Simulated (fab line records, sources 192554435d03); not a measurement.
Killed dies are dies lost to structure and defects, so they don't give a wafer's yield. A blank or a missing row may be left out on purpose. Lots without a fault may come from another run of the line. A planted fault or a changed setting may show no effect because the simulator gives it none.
Chamber matching | flow n5_finfet | N5_BEOL_M0_SAQP_ETCH_106 on rie_diel-03: 4 sister chambers
The step etches SOC in N2/H2, stops on SiNx, target depth 150 nm. 16 wafers are shown with their chamber, then 8 later ones without.

WAFERS WITH THEIR CHAMBER
wafer  | chamber | drypump_motor_current_A (A) | showerhead_plenum_p_Torr (Torr) | throttle_valve_pct (%)
L074.1 | 0       | 5.9                         | 2.41                            | 17.90
L074.2 | 2       | 5.3                         | 2.54                            | 17.80
L074.3 | 3       | 5.3                         | 2.42                            | 17.83
L075.1 | 1       | 6.4                         | 2.53                            | 17.79
L075.3 | 0       | 5.9                         | 2.41                            | 17.91
L075.5 | 1       | 6.5                         | 2.53                            | 17.78
L079.1 | 2       | 5.3                         | 2.54                            | 17.77
L079.3 | 1       | 6.5                         | 2.53                            | 17.82
L079.5 | 1       | 6.5                         | 2.53                            | 17.81
L080.2 | 3       | 5.3                         | 2.41                            | 17.88
L080.3 | 1       | 6.5                         | 2.53                            | 17.82
L080.6 | 0       | 5.9                         | 2.40                            | 17.93
L086.1 | 2       | 5.3                         | 2.53                            | 17.79
L086.3 | 1       | 6.5                         | 2.52                            | 17.84
L086.4 | 3       | 5.3                         | 2.41                            | 17.88
L087.2 | 0       | 5.9                         | 2.40                            | 17.95

SIGNATURES (means of the wafers above)
reading                  | chamber 0 | chamber 1 | chamber 2 | chamber 3 | scatter within a chamber
drypump_motor_current_A  | 5.900     | 6.483     | 5.300     | 5.300     | 0.0264
showerhead_plenum_p_Torr | 2.4050    | 2.5283    | 2.5367    | 2.4133    | 0.00514
throttle_valve_pct       | 17.9225   | 17.8100   | 17.7867   | 17.8633   | 0.0224
Rule: a wafer's distance from a chamber is the root of the sum, over the readings, of the square of ((its reading less the chamber's mean) divided by the reading's scatter). The wafer belongs to the nearest chamber; if the next one is less than 2 further off, it can't be placed. The scatter: the root of (the sum of the squares of (reading less its chamber's mean) over the shown wafers, divided by (wafers less chambers)).

WAFERS WITHOUT THEIR CHAMBER
wafer  | drypump_motor_current_A (A) | showerhead_plenum_p_Torr (Torr) | throttle_valve_pct (%)
L087.3 | 5.3                         | 2.53                            | 17.80
L087.5 | 5.3                         | 2.41                            | 17.89
L095.1 | 6.5                         | 2.52                            | 17.85
L095.2 | 5.3                         | 2.52                            | 17.84
L095.4 | 6.5                         | 2.52                            | 17.86
L096.4 | 6.4                         | 2.51                            | 17.86
L096.5 | 5.3                         | 2.52                            | 17.83
L096.6 | 5.3                         | 2.40                            | 17.91

WHICH CHAMBER EACH WENT THROUGH
wafer  | from the rows above | in truth
L087.3 | 2                   | 2
L087.5 | 3                   | 3
L095.1 | 1                   | 1
L095.2 | 2                   | 2
L095.4 | 1                   | 1
L096.4 | 1                   | 1
L096.5 | 2                   | 2
L096.6 | 3                   | 3
Placed correctly: 8 of 8. Can't be placed from these rows: 0. Placed wrongly: 0.
